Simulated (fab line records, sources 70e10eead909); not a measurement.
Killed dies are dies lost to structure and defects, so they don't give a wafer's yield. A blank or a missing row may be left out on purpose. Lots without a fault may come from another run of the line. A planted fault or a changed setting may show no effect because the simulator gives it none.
Which tool did it? | flow nand_harc | 12 lots, 36 wafers sampled, at 5 steps of a route of 1302

WHAT THE GAUGES READ, wafer by wafer
NHARC_END_SORT_01.
lot  | measured     | on        | defect_limited_yield (%) | killed_at_array | killed_at_other | killed_at_periphery | killed_dies | killed_open | killed_short
L314 | day 29 01:08 | prober-01 | 90 90 90                 | 65 64 71        | 0 0 0           | 3 3 0               | 68 67 71    | 4 6 0       | 1 3 0

WHICH TOOL RAN EACH LOT (tool, then ch and the chambers of the sampled wafers, then the start)
lot  | NHARC_P_M2_STRIP_18                | NHARC_P_M2_PVD_21                       | NHARC_P_BONDPAD_EXPOSE_06         | NHARC_P_BONDPAD_DESCUM_11
L304 | rie_diel-11 ch 1,3, day 6 14:22    | pvd_sputter-01, day 6 18:11 or earlier  | krf_scanner-04 ch 0, day 6 18:11  | rie_diel-01 ch 0,1,3, day 6 18:34
L305 | rie_diel-11 ch 1,3, day 6 19:14    | pvd_sputter-03, day 6 23:02 or earlier  | krf_scanner-03 ch 0, day 6 23:02  | rie_diel-01 ch 0,2, day 6 23:23
L306 | rie_diel-07 ch 0,1, day 7 13:34    | pvd_sputter-03, day 7 17:13 or earlier  | krf_scanner-03 ch 0, day 7 17:13  | rie_diel-01 ch 2,3, day 7 17:35
L309 | rie_diel-11 ch 0,1,2, day 8 20:58  | pvd_sputter-02, day 9 00:49 or earlier  | krf_scanner-04 ch 0, day 9 00:49  | rie_diel-01 ch 1,2,3, day 9 01:11
L311 | rie_diel-06 ch 0,1, day 9 15:01    | pvd_sputter-02, day 9 18:57 or earlier  | krf_scanner-01 ch 0, day 9 18:57  | rie_diel-10 ch 1,2, day 9 19:19
L312 | rie_diel-07 ch 0,1, day 9 21:29    | pvd_sputter-01, day 10 01:22 or earlier | krf_scanner-03 ch 0, day 10 01:22 | rie_diel-12 ch 1,2,3, day 10 01:44
L314 | rie_diel-11 ch 0,1,3, day 10 20:11 | pvd_sputter-01, day 11 00:06 or earlier | krf_scanner-03 ch 0, day 11 00:06 | rie_diel-12 ch 0,1,3, day 11 00:28
L317 | rie_diel-07 ch 0,3, day 12 08:00   | pvd_sputter-01, day 12 11:49 or earlier | krf_scanner-03 ch 0, day 12 11:49 | rie_diel-01 ch 1,3, day 12 12:11
L321 | rie_diel-11 ch 0,1,2, day 13 15:40 | pvd_sputter-03, day 13 19:34 or earlier | krf_scanner-01 ch 0, day 13 19:34 | rie_diel-10 ch 0,1,3, day 13 19:57
L323 | rie_diel-07 ch 0,2,3, day 14 03:16 | pvd_sputter-03, day 14 07:01 or earlier | krf_scanner-01 ch 0, day 14 07:01 | rie_diel-01 ch 0,1,3, day 14 07:24
L324 | rie_diel-07 ch 1,2,3, day 14 16:43 | pvd_sputter-01, day 14 20:34 or earlier | krf_scanner-04 ch 0, day 14 20:34 | rie_diel-12 ch 0,2,3, day 14 20:55
L325 | rie_diel-06 ch 0,1,2, day 14 22:02 | pvd_sputter-01, day 15 01:47 or earlier | krf_scanner-04 ch 0, day 15 01:47 | rie_diel-10 ch 0,3, day 15 02:09
- NHARC_P_M2_STRIP_18: strips in N2/H2.
- NHARC_P_M2_PVD_21: deposits Cu, target thk 30 nm, time 20.49 s.
- NHARC_P_BONDPAD_EXPOSE_06: exposes mask P BPAD.
- NHARC_P_BONDPAD_DESCUM_11: chemistry O2, time 3 s.

WHAT THE TOOLS THEMSELVES READ (means of the sampled wafers that have a number; where no wafer has one, the mark that the record gives instead)
NHARC_P_M2_STRIP_18.
lot  | tool        | drypump_motor_current_A (A) | oes_product_au (a.u.) | rf_vpp_V (V) | showerhead_plenum_p_Torr (Torr) | throttle_valve_pct (%)
L304 | rie_diel-11 | 5.7                         | 1.003                 | 90.1         | 2.02                            | 14.180
L305 | rie_diel-11 | 5.7                         | 0.996                 | 91.2         | 2.06                            | 14.171
L306 | rie_diel-07 | 6.3                         | 0.998                 | 91.4         | 2.13                            | 14.169
L309 | rie_diel-11 | 5.8                         | 1.005                 | 90.7         | 2.02                            | 14.172
L311 | rie_diel-06 | 5.4                         | 1.004                 | 91.7         | 2.16                            | 14.175
L312 | rie_diel-07 | 6.0                         | 1.004                 | 90.9         | 2.08                            | 14.178
L314 | rie_diel-11 | 5.4                         | 0.991                 | 90.9         | 2.06                            | 14.162
L317 | rie_diel-07 | 5.9                         | 1.013                 | 90.3         | 2.13                            | 14.170
L321 | rie_diel-11 | 5.8                         | 0.997                 | 90.2         | 2.02                            | 14.163
L323 | rie_diel-07 | 5.9                         | 1.008                 | 91.4         | 2.09                            | 14.161
L324 | rie_diel-07 | 5.6                         | 1.003                 | 90.7         | 2.04                            | 14.179
L325 | rie_diel-06 | 5.6                         | 0.997                 | 91.0         | 2.12                            | 14.174

NHARC_P_M2_PVD_21.
lot  | tool           | throttle_valve_pct (%)
L304 | pvd_sputter-01 | 30.6
L305 | pvd_sputter-03 | 29.5
L306 | pvd_sputter-03 | 29.6
L309 | pvd_sputter-02 | 30.8
L311 | pvd_sputter-02 | 30.1
L312 | pvd_sputter-01 | 31.0
L314 | pvd_sputter-01 | 29.3
L317 | pvd_sputter-01 | 29.4
L321 | pvd_sputter-03 | 29.1
L323 | pvd_sputter-03 | 28.7
L324 | pvd_sputter-01 | 30.6
L325 | pvd_sputter-01 | 30.3

NHARC_P_BONDPAD_EXPOSE_06.
lot  | tool           | exposure_dose_mJ_cm2
L304 | krf_scanner-04 | 37.25
L305 | krf_scanner-03 | 37.01
L306 | krf_scanner-03 | 37.05
L309 | krf_scanner-04 | 37.26
L311 | krf_scanner-01 | 37.57
L312 | krf_scanner-03 | 37.01
L314 | krf_scanner-03 | 34.54
L317 | krf_scanner-03 | 35.06
L321 | krf_scanner-01 | 37.57
L323 | krf_scanner-01 | 37.60
L324 | krf_scanner-04 | 37.21
L325 | krf_scanner-04 | 37.28

NHARC_P_BONDPAD_DESCUM_11.
lot  | tool        | drypump_motor_current_A (A) | oes_product_au (a.u.) | rf_vpp_V (V) | showerhead_plenum_p_Torr (Torr) | throttle_valve_pct (%)
L304 | rie_diel-01 | 6.10                        | 0.995                 | 57.1         | 1.91                            | 11.319
L305 | rie_diel-01 | 5.94                        | 0.998                 | 58.6         | 2.03                            | 11.302
L306 | rie_diel-01 | 6.00                        | 1.000                 | 57.9         | 1.93                            | 11.317
L309 | rie_diel-01 | 6.15                        | 0.999                 | 58.3         | 1.88                            | 11.311
L311 | rie_diel-10 | 5.45                        | 0.991                 | 57.6         | 1.86                            | 11.315
L312 | rie_diel-12 | 6.15                        | 0.995                 | 57.7         | 1.87                            | 11.319
L314 | rie_diel-12 | 6.07                        | 0.996                 | 58.1         | 1.90                            | 11.317
L317 | rie_diel-01 | 6.27                        | 0.999                 | 57.4         | 1.82                            | 11.314
L321 | rie_diel-10 | 5.38                        | 0.997                 | 56.7         | 1.90                            | 11.314
L323 | rie_diel-01 | 6.11                        | 0.999                 | 57.7         | 1.91                            | 11.305
L324 | rie_diel-12 | 6.06                        | 1.003                 | 58.2         | 1.94                            | 11.318
L325 | rie_diel-10 | 5.39                        | 0.995                 | 57.1         | 1.92                            | 11.301

THE ANSWER, worked out from the rows above alone
Rule: what is usual is taken from the lots themselves. Put in order of their means at a reading, lots are off if they are a third of the lots or fewer, leave a main group of 4 or more, and stand apart from it by a gap of 3 or more times the standard deviation of the main group's means; of several such gaps the widest counts. A main group whose means are all the same, to the digits that the tables above print for the reading, isn't used. A lot without any number at a reading at which 4 lots or more have one is off too. The other lots that the step has rows for count as sound. The gauges are gone through in route order, then the tools' own readings, and for those a lot's mean is taken as printed above. The first step at which some lot is off is used, and at that step the reading that is off furthest; a lot without a number counts as furthest.
Off: L314, L317, at NHARC_P_BONDPAD_EXPOSE_06 (exposure_dose_mJ_cm2). The main group: mean 37.28, standard deviation 0.22.
A tool fits if, at that step or a process step before it, it ran every lot that is off, and no sound lot after the first of them. NHARC_P_M2_PVD_21 gives no start for some lots, so the hours and the order of its lots are those of NHARC_P_BONDPAD_EXPOSE_06. One fits: krf_scanner-03 at NHARC_P_BONDPAD_EXPOSE_06. Its last sound lot is L312 (day 10 01:22), its first lot that is off L314 (day 11 00:06): a fault that began between those two fits.
The tool's own readings at NHARC_P_BONDPAD_EXPOSE_06 bear it out: on the lots that are off they differ by more than 5 times the standard deviation of the sound lots' means. exposure_dose_mJ_cm2 reads 34.80 there against 37.28 on the sound lots.

WHAT THE SIMULATOR HAD PUT IN
Process parameter drift: krf_scanner-03, from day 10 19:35 on, at NHARC_P_BONDPAD_EXPOSE_06. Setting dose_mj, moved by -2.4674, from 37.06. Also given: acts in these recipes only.
Lots struck among those shown: L314, L317. The rule above found the same.
